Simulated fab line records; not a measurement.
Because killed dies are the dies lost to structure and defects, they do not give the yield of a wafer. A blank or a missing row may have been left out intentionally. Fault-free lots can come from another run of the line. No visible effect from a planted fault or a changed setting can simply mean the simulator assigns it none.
Split-lot experiment | flow n5Finfet | 21 wafers read across 7 lots, on a route 1938 steps long

## THE SPLIT ITSELF
At N5_BEOL_M3_TRENCH_ETCH_37 (etches SiOC in C4F6/O2, target depth 55.555 nm, time 29.2 s), the setting sourceW was moved away from the recipe's 355 W on 3 of the 21 wafers read, by -16.1% to +14.6%. For the rest of the wafers, this setting stayed at what the recipe calls for.

## FROM THE SPLIT TO THE READING: what the file shows between them, 2 steps
- N5_BEOL_M3_ETCH_41: etches SiCN in CH3F/O2, target depth 29.9 nm, time 52.5 s (also split here: targetDepthA)
- N5_BEOL_M3_STRIP_97: strips in N2/H2, time 10 s

## THE READING
trenchDepthNm, in nm, at N5_BEOL_M3_OCD_MEAS_38. A value of 55.4 nm with a standard deviation of 1 nm is what fault-free wafers of this fab line usually give.

wafer  | tool, chamber at the split | sourceW as run, W | against the recipe | trenchDepthNm, nm | against lot-mates on the recipe
L078.3 | rieDiel-02, 2              | 355               | recipe             | 54.7              | -
L078.4 | rieDiel-02, 1              | 355               | recipe             | 55.7              | -
L078.5 | rieDiel-02, 3              | 297.9             | -16.1%             | 50.5              | -4.7
L080.1 | rieDiel-01, 2              | 355               | recipe             | 56.4              | -
L080.3 | rieDiel-01, 1              | 355               | recipe             | 55.4              | -
L080.6 | rieDiel-01, 0              | 355               | recipe             | 56.6              | -
L081.1 | rieDiel-06, 1              | 355               | recipe             | 54.6              | -
L081.2 | rieDiel-06, 2              | 355               | recipe             | 54.6              | -
L081.3 | rieDiel-06, 3              | 355               | recipe             | 56.0              | -
L083.2 | rieDiel-06, 1              | 355               | recipe             | 55.3              | -
L083.3 | rieDiel-06, 0              | 355               | recipe             | 55.7              | -
L083.5 | rieDiel-06, 1              | 355               | recipe             | 55.0              | -
L089.2 | rieDiel-01, 1              | 355               | recipe             | 54.2              | -
L089.4 | rieDiel-01, 2              | 355               | recipe             | 54.7              | -
L089.6 | rieDiel-01, 0              | 355               | recipe             | 55.6              | -
L090.2 | rieDiel-02, 0              | 355               | recipe             | 56.6              | -
L090.3 | rieDiel-02, 3              | 355               | recipe             | 53.4              | -
L090.5 | rieDiel-02, 0              | 406.7             | +14.6%             | 59.9              | +4.9
L096.2 | rieDiel-01, 1              | 327               | -7.9%              | 52.3              | -2.6
L096.3 | rieDiel-01, 3              | 355               | recipe             | 54.1              | -
L096.4 | rieDiel-01, 0              | 355               | recipe             | 55.6              | -

THE FIT
A straight line over all 21 wafers: trenchDepthNm changes by +0.314 nm for each +1% of sourceW; r = +0.89; the points scatter about the line by 0.85 nm.
The same after taking each lot's own level away (the mean of its wafers on the recipe; 21 wafers): +0.314 nm for each +1%; r = +0.91; scatter 0.74 nm.
Per that fit: largest sourceW move, reading shift of 5 nm.
Measured against the standard deviation above, the lots' own levels, which go from 54.83 to 56.13 nm, span 1.3 times it.
Consequently the slope shifts little with the lot-to-lot level, the two slopes agreeing.
Check: for one of the wafers moved furthest among these (-16.1%), held out of the fit, the line's prediction against its lot-mates is -5.36 nm. Against them it came out at -4.7 nm.
Tool readings at the split's step, against how far the setting was moved: rfVppV r = -0.83.

## FURTHER SPLITS ON THESE WAFERS
These wafers also went through other splits before the reading. Each is held against what the fit with the lots' levels taken away leaves over:
other split on the same wafers    | wafers away from the commonest value | r with trenchDepthNm (lot level and that fit taken away)
N5_BEOL_M2_COAT_62 spinRpm        | 10                                   | -0.12
N5_BEOL_M2_TRENCH_ETCH_37 sourceW | 9                                    | -0.05
N5_BEOL_M3_ETCH_41 targetDepthA   | 7                                    | +0.19

## THE WHOLE CHAIN: every reading that the file lists as answering this split, in the file's order
step                      | what it does                                                | reading                                                                 | change (the file's fit)               | r (the file's)
N5_BEOL_M3_TRENCH_ETCH_37 | etches SiOC in C4F6/O2, target depth 55.555 nm, time 29.2 s | rfVppV                                                                  | -3.1 V for each +1% of the setting    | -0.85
N5_BEOL_M3_TRENCH_ETCH_37 | etches SiOC in C4F6/O2, target depth 55.555 nm, time 29.2 s | BEOL_M3.featureDepthNm (the simulator's own value, which no gauge read) | +0.326 nm for each +1% of the setting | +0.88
N5_BEOL_M3_TRENCH_ETCH_37 | etches SiOC in C4F6/O2, target depth 55.555 nm, time 29.2 s | etch.depthNm (the simulator's own value, which no gauge read)           | +0.323 nm for each +1% of the setting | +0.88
N5_BEOL_M3_OCD_MEAS_38    |                                                             | trenchDepthNm                                                           | +0.312 nm for each +1% of the setting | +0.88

## THE FILE'S OWN FIT
trenchDepthNm changes by +0.312 nm for each +1% of sourceW, r = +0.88.
